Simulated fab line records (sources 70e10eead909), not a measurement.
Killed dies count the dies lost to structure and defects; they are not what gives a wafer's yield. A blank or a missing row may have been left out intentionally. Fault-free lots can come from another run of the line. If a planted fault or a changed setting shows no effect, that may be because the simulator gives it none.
The tool behind it: which one? + flow nand_harc + Sampling: 12 lots, 36 wafers, 3 of 1302 route steps

== WHAT THE GAUGES READ, wafer by wafer ==
NHARC_A_SLIT_CD_MEAS_21.
| lot  | measured     | on        | cd_nm (nm)        |
|------|--------------|-----------|-------------------|
| L075 | day 20 10:34 | cd_sem-03 | 289.4 288.9 289.7 |
| L077 | day 21 18:17 | cd_sem-01 | 289.6 289.2 289.9 |
| L078 | day 21 19:47 | cd_sem-01 | 289.0 289.2 288.9 |
| L081 | day 23 09:31 | cd_sem-03 | 290.5 290.0 290.4 |
| L084 | day 24 03:29 | cd_sem-03 | 288.9 290.5 288.7 |
| L085 | day 24 17:28 | cd_sem-01 | 291.0 289.4 289.1 |
| L088 | day 25 11:15 | cd_sem-03 | 289.6 288.8 289.8 |
| L089 | day 26 03:36 | cd_sem-03 | 290.2 289.5 289.0 |
| L090 | day 26 15:52 | cd_sem-03 | 289.0 290.0 290.3 |
| L092 | day 27 14:26 | cd_sem-01 | 289.5 289.9 289.7 |
| L095 | day 28 13:10 | cd_sem-03 | 287.5 289.0 287.7 |
| L097 | day 29 10:14 | cd_sem-01 | 291.0 291.0 291.0 |

== EACH LOT AND THE TOOL THAT RAN IT (in order: tool; ch and the chambers of the sampled wafers; start) ==
| lot  | NHARC_A_STAIRCASE_CMP_450     | NHARC_A_STAIRCASE_ETCHBACK_157     |
|------|-------------------------------|------------------------------------|
| L075 | cmp-04 ch 1,3, day 19 11:22   | rie_diel-12 ch 0,2,3, day 19 12:17 |
| L077 | cmp-01 ch 1,2,3, day 20 14:44 | rie_diel-02 ch 0,1,2, day 20 15:40 |
| L078 | cmp-01 ch 2,3, day 20 15:01   | rie_diel-02 ch 0,1,2, day 20 15:55 |
| L081 | cmp-01 ch 0,1,2, day 22 08:22 | rie_diel-09 ch 0,1,3, day 22 09:16 |
| L084 | cmp-01 ch 0,2,3, day 23 06:14 | rie_diel-02 ch 0,1,2, day 23 07:08 |
| L085 | cmp-03 ch 0,1,3, day 23 16:29 | rie_diel-12 ch 0,1,3, day 23 17:25 |
| L088 | cmp-04 ch 1,2,3, day 24 14:33 | rie_diel-12 ch 1,2,3, day 24 15:26 |
| L089 | cmp-04 ch 0,2,3, day 25 06:20 | rie_diel-09 ch 0,1,2, day 25 07:15 |
| L090 | cmp-03 ch 0,3, day 25 18:48   | rie_diel-12 ch 0,3, day 25 19:43   |
| L092 | cmp-04 ch 1,2, day 26 15:56   | rie_diel-02 ch 1,2, day 26 16:51   |
| L095 | cmp-04 ch 0,1,3, day 27 12:16 | rie_diel-02 ch 0,2,3, day 27 13:11 |
| L097 | cmp-04 ch 0,1,3, day 28 13:36 | rie_diel-02 ch 0,1, day 28 14:29   |
- NHARC_A_STAIRCASE_CMP_450: polishes SiO2, target thk 200 nm.
- NHARC_A_STAIRCASE_ETCHBACK_157: etches the open film in CH3F/O2, target depth 90 nm, time 167.14 s.

== THE ANSWER, worked out from the rows above alone ==
Rule: the usual values come from the lots themselves. Put in order of their means at a reading, lots are off if they are a third of the lots or fewer, leave a main group of 4 or more, and stand apart from it by a gap of 3 or more times the standard deviation of the main group's means; of several such gaps the widest counts. A main group is skipped when, at the precision printed for the reading in the tables above, its means are all equal. A lot without any number at a reading at which 4 lots or more have one is off too. Any other lot the step has rows for is counted as sound.
Nothing can be told from this: no lot is off at any reading shown.

== WHAT WAS PUT IN BY THE SIMULATOR ==
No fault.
